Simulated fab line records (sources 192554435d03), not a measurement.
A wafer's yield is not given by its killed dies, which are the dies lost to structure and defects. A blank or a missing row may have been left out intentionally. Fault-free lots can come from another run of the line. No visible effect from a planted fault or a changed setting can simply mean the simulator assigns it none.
Lot-split experiment -- flow n5Finfet -- route with 1938 steps; 7 lots, 21 wafers read

== SPLIT DETAILS ==
At N5_BEOL_M0_SAQP_HM_DEP_02 (deposits TiN, target thk 12 nm), the setting targetThkA was moved away from the recipe's 120 angstrom on 6 of the 21 wafers read, by -10.2% to +11.9%. The other wafers ran this setting at the recipe's value.

The reading comes from the split's own step.

== THE READING ==
TiN_of_BEOL_M0_SAQP_HM_DEP_02.thkNm (the simulator's own value, which no gauge read), in nm, at N5_BEOL_M0_SAQP_HM_DEP_02 (deposits TiN, target thk 12 nm). The file gives no usual value for it. The 15 wafers here that ran the recipe average 12.0 nm, standard deviation 0.22 nm.

wafer,"tool, chamber at the split","targetThkA as run, angstrom",against the recipe,"TiN_of_BEOL_M0_SAQP_HM_DEP_02.thkNm, nm",against lot-mates on the recipe
L076.2,"pvdSputter-01, -",120,recipe,11.8,-
L076.4,"pvdSputter-01, -",120,recipe,12.4,-
L076.5,"pvdSputter-01, -",120,recipe,12.4,-
L085.1,"pvdSputter-02, -",120,recipe,12.2,-
L085.2,"pvdSputter-02, -",120,recipe,12,-
L085.4,"pvdSputter-02, -",120,recipe,12,-
L086.1,"pvdSputter-03, -",129.8,+8.2%,12.6,+0.8
L086.5,"pvdSputter-03, -",120,recipe,12,-
L086.6,"pvdSputter-03, -",120,recipe,11.6,-
L087.1,"pvdSputter-03, -",120,recipe,11.8,-
L087.4,"pvdSputter-03, -",120,recipe,11.8,-
L087.6,"pvdSputter-03, -",120,recipe,12.2,-
L091.2,"pvdSputter-02, -",107.8,-10.2%,10.8,-1.3
L091.3,"pvdSputter-02, -",120,recipe,12,-
L091.4,"pvdSputter-02, -",120,recipe,12.2,-
L095.1,"pvdSputter-03, -",134.3,+11.9%,13.4,+1.4
L095.3,"pvdSputter-03, -",134.3,+11.9%,13.4,+1.4
L095.4,"pvdSputter-03, -",120,recipe,12,-
L096.2,"pvdSputter-02, -",127.8,+6.5%,13,+0.8
L096.3,"pvdSputter-02, -",127.8,+6.5%,12.8,+0.6
L096.5,"pvdSputter-02, -",120,recipe,12.2,-

THE FIT
A straight line over all 21 wafers: TiN_of_BEOL_M0_SAQP_HM_DEP_02.thkNm changes by +0.113 nm for each +1% of targetThkA; r = +0.93; the points scatter about the line by 0.22 nm.
The same after taking each lot's own level away (the mean of its wafers on the recipe; 21 wafers): +0.117 nm for each +1%; r = +0.96; scatter 0.17 nm.
The reading moves by 1.4 nm for the largest change in targetThkA, on that fit.
From 11.80 to 12.20 nm: that is the span of the lots' own levels, equal to 1.8 times the standard deviation above.
The two slopes agree, so the slope changes little with the lot-to-lot level.
Check: with one of the wafers moved furthest among these (+11.9%) left out of the fit, the line predicts +1.36 nm for it against its lot-mates. Against them it came out at +1.4 nm.

== OTHER SPLITS ON THESE WAFERS ==
These wafers also went through other splits before the reading. Each is held against what the fit with the lots' levels taken away leaves over:
other split on the same wafers,wafers away from the commonest value,r with TiN_of_BEOL_M0_SAQP_HM_DEP_02.thkNm (lot level and that fit taken away)
N5_SD_EPI_P_COAT_03 spinRpm,5,-0.09
N5_HKMG_FIN_COAT_43 spinRpm,7,+0.27
N5_HKMG_FIN_EXPOSE_46 doseMj,7,-0.22
N5_HKMG_FIN_COAT_29 spinRpm,6,+0.09
N5_MOL_CONTACT_COAG_COAT_75 spinRpm,6,+0.09
N5_MOL_CONTACT_COAG_COAT_76 spinRpm,5,-0.16

== FILE'S OWN FIT ==
TiN_of_BEOL_M0_SAQP_HM_DEP_02.thkNm changes by +0.116 nm for each +1% of targetThkA, r = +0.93.
